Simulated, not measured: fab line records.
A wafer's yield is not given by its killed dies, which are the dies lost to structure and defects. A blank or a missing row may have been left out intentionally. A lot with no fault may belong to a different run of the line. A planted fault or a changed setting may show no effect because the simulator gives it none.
Matching of chambers | flow nandHarc | cmp-01 running NHARC_A_BLC_CMP_25: 4 sister chambers
The step polishes, t overpolish 30 s, target thk 150 nm. 18 wafers are shown with their chamber, then 9 later ones without.

EACH WAFER AND ITS CHAMBER
wafer  | chamber | motorCurrentA (A) | timeToEndpointS (s) | overpolishRunS (s)
L074.3 | 2       | 11.3              | 32                  | 30.016
L074.4 | 1       | 11.2              | 32                  | 29.994
L074.6 | 3       | 14.1              | 27                  | 30.008
L084.1 | 1       | 11.3              | 37                  | 29.991
L084.4 | 2       | 11.2              | 38                  | 29.992
L084.5 | 3       | 14.8              | 30                  | 29.998
L086.1 | 3       | 13.7              | 27                  | 30.005
L086.3 | 0       | 11.5              | 32                  | 29.996
L086.5 | 1       | 11.5              | 36                  | 30.004
L089.2 | 2       | 11.5              | 29                  | 30.004
L089.3 | 0       | 11.3              | 29                  | 30.011
L089.6 | 1       | 11.0              | 35                  | 29.997
L090.3 | 1       | 11.4              | 36                  | 29.994
L090.4 | 3       | 13.7              | 29                  | 29.995
L090.5 | 3       | 13.2              | 27                  | 30.008
L090.1 | 0       | 12.1              | 32                  | 29.998
L090.2 | 2       | 11.4              | 36                  | 30.002
L090.6 | 0       | 11.6              | 34                  | 30.001

SIGNATURES (averages over the wafers above)
reading         | chamber 0 | chamber 1 | chamber 2 | chamber 3 | scatter within a chamber
motorCurrentA   | 11.625    | 11.280    | 11.350    | 13.900    | 0.375
timeToEndpointS | 31.75     | 35.20     | 33.75     | 28.00     | 2.45
overpolishRunS  | 30.00150  | 29.99600  | 30.00350  | 30.00280  | 0.00689
Rule: for a wafer and a chamber, the distance is found by dividing, reading by reading, the gap between the wafer's reading and the chamber's mean by the reading's scatter, squaring, summing and taking the root. The wafer belongs to the nearest chamber; if the next one is less than 2 further off, it can't be placed. The scatter is the square root of a quotient: the sum, over the shown wafers, of each reading's squared deviation from its chamber's mean, divided by wafers minus chambers.

WAFERS WITH NO CHAMBER GIVEN
wafer  | motorCurrentA (A) | timeToEndpointS (s) | overpolishRunS (s)
L091.2 | 10.7              | 36                  | 30.013
L091.3 | 11.4              | 32                  | 29.992
L091.4 | 11.4              | 32                  | 29.996
L095.2 | 13.3              | 28                  | 29.989
L095.4 | 11.2              | 34                  | 29.988
L095.6 | 11.7              | 36                  | 29.994
L097.2 | 13.8              | 25                  | 29.991
L097.3 | 10.9              | 30                  | 29.992
L097.6 | 15.0              | 26                  | 29.997

EACH ONE'S CHAMBER
wafer  | from the rows above          | in truth
L091.2 | can't be placed: 2 or 1 or 0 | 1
L091.3 | can't be placed: 1 or 0 or 2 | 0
L091.4 | can't be placed: 0 or 2 or 1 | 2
L095.2 | 3                            | 3
L095.4 | can't be placed: 1 or 2 or 0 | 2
L095.6 | can't be placed: 1 or 2 or 0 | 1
L097.2 | 3                            | 3
L097.3 | can't be placed: 1 or 0 or 2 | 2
L097.6 | 3                            | 3
Correctly placed: 3 of 9. Not placeable from these rows: 6 (in 6, the candidates include the true chamber). 0 placed wrongly.
